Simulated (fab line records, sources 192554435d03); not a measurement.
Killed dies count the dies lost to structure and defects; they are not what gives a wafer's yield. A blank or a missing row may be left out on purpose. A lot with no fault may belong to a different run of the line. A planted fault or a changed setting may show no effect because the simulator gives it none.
fab line records ; flow n5-finfet
[record] lots = 12; wafers = 36; last-day = 17
route steps=1938 shown SD_EPI_N@272 SD_EPI_P@295 PASSIVATION@1936
lots that met no fault: from a run of the same line without faults
start-h: start of the lot's first displayed wafer, in hours after the record's first day ; wait-h: hours from the lot's prior step to this one ; " unchanged from the row above ; L1.1+2: a single row standing in for several wafers ; - either no value or no given start ; * or withheld: withheld ; < > ~ a bound
route shown NAME@n: NAME is a module with steps in the file, n the number in the route of the first one ; usual: mean and standard deviation over wafers with no fault ; same: alike in all rows ; chamber/n: place in a boat ; sites: the reading at each site ; _std_site: how widely they spread, as a standard deviation ; _edge_site: inner sites' mean taken away from outer sites' mean ; radius-mm: how far each site lies from the wafer's centre ; mask NAME#n: copy n ; behind: the most recent tool/chamber to have shaped the wafer ; hold: why the lot went on hold/how many hours it stayed there/how the hold came to an end ; device: whichever transistor did not switch (one of n, p or np) ; end of line: tests of these same wafers at the route's end ; step lacking rows: just its recipe ; killed: count of dies lost to structure and defects at first sort (not the wafer's yield) ; map: the dies of a wafer, with x for killed, . for not killed, _ for no die there
set.NAME: the run value of the setting; set.NAME@STEP: its run value at that earlier step ; model.NAME: the simulator's own value behind a step, which no gauge read
a sample of lots followed through the steps of the route, with each step as a table and each wafer as a row
services: when a tool's chamber went out of use (start-h, in hours from the record's first day, below 0 if earlier), for how many hours, and the reason
[[steps]]
[step N5_SD_EPI_N_INSPECT_11]
[recipe] mode = adi; inspect-instrument = macro
[usual] raw-defect-count = 2.0/1.5
lot.wafer;tool;chamber;start-h;wait-h;raw-defect-count
L950.1;defect-inspect-01;-;49.15;0.0;1
L950.4;defect-inspect-01;-;49.15;0.0;2
L950.5;defect-inspect-01;-;49.15;0.0;4
L951.1;defect-inspect-01;-;53.60;0.0;1
L951.4;defect-inspect-01;-;53.60;0.0;1
L951.6;defect-inspect-01;-;53.60;0.0;2
L952.1;defect-inspect-02;-;61.53;0.0;1
L952.5;defect-inspect-02;-;61.53;0.0;0
L952.6;defect-inspect-02;-;61.53;0.0;4
L953.2;defect-inspect-01;-;65.93;0.0;0
L953.5;defect-inspect-01;-;65.93;0.0;2
L953.6;defect-inspect-01;-;65.93;0.0;1
L955.1;defect-inspect-02;-;79.07;0.0;1
L955.2;defect-inspect-02;-;79.07;0.0;3
L955.4;defect-inspect-02;-;79.07;0.0;2
L958.2;defect-inspect-01;-;99.49;0.0;2
L958.3;defect-inspect-01;-;99.49;0.0;1
L958.6;defect-inspect-01;-;99.49;0.0;2
L960.1;defect-inspect-01;-;110.14;0.0;5
L960.5;defect-inspect-01;-;110.14;0.0;3
L960.6;defect-inspect-01;-;110.14;0.0;1
L963.1;defect-inspect-02;-;126.95;0.0;2
L963.3;defect-inspect-02;-;126.95;0.0;0
L963.4;defect-inspect-02;-;126.95;0.0;2
L964.2;defect-inspect-02;-;130.62;0.0;1
L964.3;defect-inspect-02;-;130.62;0.0;4
L964.5;defect-inspect-02;-;130.62;0.0;4
L969.1;defect-inspect-02;-;166.49;0.0;2
L969.3;defect-inspect-02;-;166.49;0.0;4
L969.5;defect-inspect-02;-;166.49;0.0;0
L970.1;defect-inspect-01;-;168.63;0.0;0
L970.3;defect-inspect-01;-;168.63;0.0;0
L970.5;defect-inspect-01;-;168.63;0.0;4
L973.1;defect-inspect-02;-;188.79;0.0;3
L973.2;defect-inspect-02;-;188.79;0.0;1
L973.4;defect-inspect-02;-;188.79;0.0;1
[step N5_SD_EPI_N_INSPECT_26]
[recipe] inspect-instrument = darkfield; mode = post-epi
[usual] raw-defect-count = 199/41
lot.wafer;tool;chamber;start-h;wait-h;raw-defect-count
L950.1;defect-inspect-01;-;53.62;0.1;142
L950.4;defect-inspect-01;-;53.62;0.1;140
L950.5;defect-inspect-01;-;53.62;0.1;176
L951.1;defect-inspect-01;-;57.77;0.1;206
L951.4;defect-inspect-01;-;57.77;0.1;174
L951.6;defect-inspect-01;-;57.77;0.1;187
L952.1;defect-inspect-02;-;66.35;0.1;150
L952.5;defect-inspect-02;-;66.35;0.1;174
L952.6;defect-inspect-02;-;66.35;0.1;195
L953.2;defect-inspect-02;-;70.19;0.1;155
L953.5;defect-inspect-02;-;70.19;0.1;214
L953.6;defect-inspect-02;-;70.19;0.1;162
L955.1;defect-inspect-01;-;83.50;0.1;268
L955.2;defect-inspect-01;-;83.50;0.1;221
L955.4;defect-inspect-01;-;83.50;0.1;187
L958.2;defect-inspect-01;-;103.55;0.1;228
L958.3;defect-inspect-01;-;103.55;0.1;197
L958.6;defect-inspect-01;-;103.55;0.1;227
L960.1;defect-inspect-01;-;114.75;0.1;197
L960.5;defect-inspect-01;-;114.75;0.1;202
L960.6;defect-inspect-01;-;114.75;0.1;193
L963.1;defect-inspect-02;-;132.90;0.1;162
L963.3;defect-inspect-02;-;132.90;0.1;191
L963.4;defect-inspect-02;-;132.90;0.1;161
L964.2;defect-inspect-02;-;135.28;0.1;170
L964.3;defect-inspect-02;-;135.28;0.1;204
L964.5;defect-inspect-02;-;135.28;0.1;171
L969.1;defect-inspect-02;-;170.47;0.1;235
L969.3;defect-inspect-02;-;170.47;0.1;211
L969.5;defect-inspect-02;-;170.47;0.1;308
L970.1;defect-inspect-01;-;173.14;0.1;173
L970.3;defect-inspect-01;-;173.14;0.1;225
L970.5;defect-inspect-01;-;173.14;0.1;189
L973.1;defect-inspect-01;-;192.95;0.1;226
L973.2;defect-inspect-01;-;192.95;0.1;195
L973.4;defect-inspect-01;-;192.95;0.1;219
[step N5_SD_EPI_P_COAT_34]
[recipe] resist = SOC; temp-c = 250; time-s = 60; spin-rpm = 1500; resist-thk-nm = 350
[usual] heater-power-total-W = 500.3/1.9; spin-speed-rpm = 1500.0/0.95
lot.wafer;tool;chamber;start-h;wait-h;heater-power-total-W;spin-speed-rpm
L950.1;litho-track-05;0;53.65;0.0;499.5;1498.9
L950.4;litho-track-05;0;53.65;0.0;497.6;1499.8
L950.5;litho-track-05;0;53.65;0.0;501.9;1500.0
L951.1;litho-track-02;0;57.80;0.0;503.1;1500.0
L951.4;litho-track-02;0;57.80;0.0;500.8;1499.6
L951.6;litho-track-02;0;57.80;0.0;497.7;1500.3
L952.1;litho-track-04;0;66.38;0.0;502.2;1499.2
L952.5;litho-track-04;0;66.38;0.0;503.0;1500.5
L952.6;litho-track-04;0;66.38;0.0;503.1;1500.6
L953.2;litho-track-02;0;70.22;0.0;501.5;1500.2
L953.5;litho-track-02;0;70.22;0.0;500.1;1499.7
L953.6;litho-track-02;0;70.22;0.0;499.1;1499.8
L955.1;litho-track-04;0;83.53;0.0;500.2;1500.5
L955.2;litho-track-04;0;83.53;0.0;500.5;1499.7
L955.4;litho-track-04;0;83.53;0.0;501.2;1500.4
L958.2;litho-track-02;0;103.58;0.0;501.2;1641.0
L958.3;litho-track-02;0;103.58;0.0;501.3;1640.2
L958.6;litho-track-02;0;103.58;0.0;498.6;1640.3
L960.1;litho-track-02;0;114.78;0.0;499.1;1639.0
L960.5;litho-track-02;0;114.78;0.0;498.2;1638.7
L960.6;litho-track-02;0;114.78;0.0;498.3;1640.9
L963.1;litho-track-05;0;132.94;0.0;500.3;1502.2
L963.3;litho-track-05;0;132.94;0.0;497.5;1499.4
L963.4;litho-track-05;0;132.94;0.0;497.5;1497.7
L964.2;litho-track-05;0;135.31;0.0;501.0;1497.1
L964.3;litho-track-05;0;135.31;0.0;497.8;1499.1
L964.5;litho-track-05;0;135.31;0.0;502.2;1498.5
L969.1;litho-track-04;0;170.50;0.0;503.2;1500.6
L969.3;litho-track-04;0;170.50;0.0;502.2;1500.7
L969.5;litho-track-04;0;170.50;0.0;502.9;1500.9
L970.1;litho-track-04;0;173.17;0.0;500.4;1499.2
L970.3;litho-track-04;0;173.17;0.0;499.0;1499.4
L970.5;litho-track-04;0;173.17;0.0;501.0;1499.9
L973.1;litho-track-04;0;192.98;0.0;502.9;1499.6
L973.2;litho-track-04;0;192.98;0.0;501.4;1497.4
L973.4;litho-track-04;0;192.98;0.0;497.5;1500.1
[step N5_SD_EPI_P_DESCUM_14]
[recipe] chemistry = O2; time-s = 7.9; source-power-w = 50; bias-power-w = 20; pressure-mtorr = 20; rf-frequency-hz = 2.712e+07; temp-c = 40; resist = CAR-ArF-block; o2-flow-sccm = 225
[usual] drypump-motor-current-A = 5.8/0.47; oes-product-au = 0.76/0.062; rf-vpp-V = 243.4/1.5; showerhead-plenum-p-Torr = 2.11/0.086; temp-c = 40.01/0.12; throttle-valve-pct = 20.54/0.13
lot.wafer;tool;chamber;start-h;wait-h;drypump-motor-current-A;oes-product-au;rf-hours-counter-h;rf-vpp-V;showerhead-plenum-p-Torr;temp-c;throttle-valve-pct
L950.1;rie-diel-06;1;54.11;0.0;5.4;0.73;167;241.9;2.08;39.97;20.49
L950.4;rie-diel-06;3;54.11;0.0;5.7;0.72;182;243.4;2.16;40.03;20.69
L950.5;rie-diel-06;1;54.11;0.0;5.4;0.73;-;242.4;2.08;39.97;20.50
L951.1;rie-diel-06;1;58.26;0.0;5.4;0.73;168;243.8;2.08;40.16;20.50
L951.4;rie-diel-06;3;58.26;0.0;5.7;0.73;183;244.7;2.16;39.96;20.67
L951.6;rie-diel-06;2;58.26;0.0;5.9;0.71;-;244.4;2.16;40.05;20.55
L952.1;rie-diel-02;1;66.72;0.0;5.5;0.78;158;244.7;2.18;39.98;20.28
L952.5;rie-diel-02;0;66.72;0.0;6.2;0.76;-;242.5;2.00;40.08;20.53
L952.6;rie-diel-02;3;66.72;0.0;6.2;0.70;-;239.4;1.99;39.87;20.44
L953.2;rie-diel-02;3;70.55;0.0;6.2;0.70;225;240.9;1.99;39.83;20.46
L953.5;rie-diel-02;3;70.55;0.0;6.2;0.70;-;241.4;1.99;39.89;20.44
L953.6;rie-diel-02;2;70.55;0.0;5.3;0.80;-;246.1;2.20;40.18;20.55
L955.1;rie-diel-06;1;83.86;0.0;5.4;0.74;176;243.2;2.08;40.08;20.52
L955.2;rie-diel-06;0;83.86;0.0;5.0;0.94;14;244.2;2.14;40.08;20.40
L955.4;rie-diel-06;3;83.86;0.0;5.7;0.73;191;243.8;2.16;40.07;20.69
L958.2;rie-diel-05;0;104.04;0.0;5.5;0.77;148;243.9;2.19;39.94;20.48
L958.3;rie-diel-05;1;104.04;0.0;6.2;0.80;96;241.2;1.94;40.04;20.55
L958.6;rie-diel-05;2;104.04;0.0;6.0;0.73;-;246.0;2.16;40.01;20.43
L960.1;rie-diel-05;2;115.25;0.1;6.1;0.73;197;243.7;2.16;40.07;20.46
L960.5;rie-diel-05;1;115.25;0.1;6.2;0.80;-;240.2;1.94;40.00;20.56
L960.6;rie-diel-05;2;115.25;0.1;6.1;0.73;-;243.3;2.16;40.16;20.44
L963.1;rie-diel-02;3;133.39;0.0;6.2;0.68;244;241.9;1.98;39.83;20.48
L963.3;rie-diel-02;1;133.39;0.0;5.5;0.75;173;244.7;2.17;40.05;20.30
L963.4;rie-diel-02;2;133.39;0.0;5.3;0.77;122;244.2;2.20;40.32;20.57
L964.2;rie-diel-05;0;135.95;0.2;5.5;0.77;157;244.2;2.18;39.99;20.48
L964.3;rie-diel-05;2;135.95;0.2;6.1;0.72;202;244.3;2.16;40.00;20.45
L964.5;rie-diel-05;3;135.95;0.2;6.6;0.76;-;244.5;2.17;40.29;20.79
L969.1;rie-diel-06;3;171.02;0.1;5.6;0.71;214;245.2;2.15;40.15;20.72
L969.3;rie-diel-06;2;171.02;0.1;5.9;0.69;237;243.1;2.15;39.96;20.59
L969.5;rie-diel-06;0;171.02;0.1;5.0;0.90;-;244.0;2.13;39.96;20.45
L970.1;rie-diel-02;2;173.50;0.0;5.3;0.76;135;245.0;2.19;40.11;20.60
L970.3;rie-diel-02;1;173.50;0.0;5.5;0.74;187;244.7;2.17;40.03;20.32
L970.5;rie-diel-02;1;173.50;0.0;5.5;0.75;-;244.2;2.17;39.87;20.32
L973.1;rie-diel-05;2;193.44;0.0;6.1;0.71;220;244.1;2.15;40.32;20.48
L973.2;rie-diel-05;1;193.44;0.0;6.2;0.79;122;239.8;1.93;40.21;20.60
L973.4;rie-diel-05;3;193.44;0.0;6.6;0.74;177;244.4;2.16;39.95;20.84
[step N5_PASSIVATION_PROBE_49]
[usual] defect-limited-yield = 91.6/1.4; killed_at_M0_to_M3 = 35/10; killed_at_M4_up = 13/5.3; killed-at-contacts = 12/5.9; killed-at-front-end = 36/9.9; killed-at-other = 3.2/3; killed-dies = 99/16; killed-open = 66/12; killed-short = 32/7.7; sort_bin_5_function = 4.9/0.91; sort_bin_6_memory = 3.2/0.65; sort-n-pass = 1081/16; sort-yield-pct = 91.6/1.4
[same] gross-dies = 1180; killed-at-back-side = 0; sort_bin_4_leakage[%] = 0; sort_bin_8_speed[%] = 0
lot.wafer;tool;chamber;start-h;wait-h;defect-limited-yield[%];killed_at_M0_to_M3;killed_at_M4_up;killed-at-contacts;killed-at-front-end;killed-at-other;killed-dies;killed-open;killed-short;sort_bin_5_function[%];sort_bin_6_memory[%];sort-n-pass;sort-yield-pct[%]
L955.1;prober-01;-;298.94;0.0;94.0;23;9;4;32;3;71;45;26;3.5;2.1;1109;94.0
L955.2;prober-01;-;298.99;0.1;92.6;42;10;3;31;1;87;50;35;4.6;2.4;1093;92.6
L955.4;prober-01;-;299.09;0.2;94.0;20;8;13;28;2;71;52;16;3.8;2.0;1109;94.0
L964.2;prober-01;-;350.30;0.1;91.6;38;13;11;33;4;99;59;39;4.8;3.4;1081;91.6
L964.3;prober-01;-;350.35;0.1;91.0;38;7;19;42;0;106;61;45;5.3;3.7;1074;91.0
L964.5;prober-01;-;350.45;0.2;92.8;31;15;9;29;1;85;50;31;4.1;2.6;1095;92.8
// killed by level:class
L955.1 DUMMY_GATE:geometric-particle:open=10 BEOL_M2:geometric-particle:open=7 BEOL_M3:geometric-particle:open=5 STARTING-WAFER:geometric-particle:short=5 BEOL_M0_SAQP:geometric-particle:open=4 DUMMY_GATE:geometric-particle:short=3 GATE_CUT:geometric-particle:short=3 BEOL_M3:geometric-particle:short=3
L955.2 BEOL_M0_SAQP:geometric-particle:short=17 BEOL_M0_SAQP:geometric-particle:open=11 BEOL_M4:geometric-particle:open=8 DUMMY_GATE:geometric-particle:open=6 BEOL_M2:geometric-particle:open=5 FIN_SAQP:geometric-particle:open=4 BEOL_M1:geometric-particle:open=4 FIN_SAQP:geometric-particle:short=3
L955.4 MOL_CONTACT_COAG:geometric-particle:open=10 BEOL_M0_SAQP:geometric-particle:open=8 DUMMY_GATE:geometric-particle:open=5 BEOL_M1:geometric-particle:open=5 FIN_SAQP:geometric-particle:open=3 STI_FIN_REVEAL:geometric-particle:open=3 ILD0:geometric-particle:open=3 ILD0:geometric-particle:short=3
L964.2 BEOL_M3:geometric-particle:open=12 FIN_SAQP:geometric-particle:short=11 MOL_CONTACT_COAG:geometric-particle:open=10 BEOL_M0_SAQP:geometric-particle:open=8 BEOL_M0_SAQP:geometric-particle:short=8 STARTING-WAFER:geometric-particle:open=5 GATE_CUT:geometric-particle:short=4 DUMMY_GATE:geometric-particle:open=4
L964.3 FIN_SAQP:geometric-particle:short=18 MOL_CONTACT_COAG:geometric-particle:open=17 BEOL_M0_SAQP:geometric-particle:short=12 BEOL_M0_SAQP:geometric-particle:open=11 BEOL_M2:geometric-particle:open=6 GATE_CUT:geometric-particle:short=6 FIN_SAQP:geometric-particle:open=4 BEOL_M3:geometric-particle:open=4
L964.5 BEOL_M0_SAQP:geometric-particle:short=8 MOL_CONTACT_COAG:geometric-particle:open=7 BEOL_M1:geometric-particle:open=7 STI_FIN_REVEAL:geometric-particle:open=6 BEOL_M0_SAQP:geometric-particle:open=6 DUMMY_GATE:geometric-particle:short=5 BEOL_M4:geometric-particle:short=5 FIN_SAQP:geometric-particle:open=4
[[services]]
tool;chamber;start-h;hours;kind
rie-diel-02;2;34.65;4.3;repair
rie-diel-02;-;81.18;1.0;repair
rie-diel-02;1;104.61;8.1;repair
rie-diel-06;-;109.40;0.7;repair
rie-diel-02;-;146.70;2.8;pm
rie-diel-02;3;157.07;-;clean
rie-diel-02;3;157.07;-;consumable-replace:focus-ring
rie-diel-02;3;157.07;-;consumable-replace:showerhead
rie-diel-02;3;157.07;15.7;scheduled-down
rie-diel-02;3;157.07;15.7;vent-cycle
rie-diel-02;0;180.05;2.6;repair
[[key]]
[first-sign] step = N5_SD_EPI_P_COAT_34; reading = spin-speed-rpm; direction = up; sigmas = 99+; usual = *; struck = *
effect none on later readings
met-at N5_SD_EPI_P_COAT_34
struck-lots L958,L960
rows-end L958.2,L958.3,L958.6
not-acting-at N5_SD_EPI_N_INSPECT_11,N5_SD_EPI_N_INSPECT_26,N5_SD_EPI_P_DESCUM_14
onset-between 70.22 103.58
[fault] kind = process-parameter-drift; tool = litho-track-02; chamber = -; onset-h = 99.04; steps = N5_SD_EPI_P_COAT_34; channel = spin-rpm; offset = *; shape = step; acts-in = *; stated = *
// rows-end: these wafers met a further fault down the route, and their rows from its step on are left out
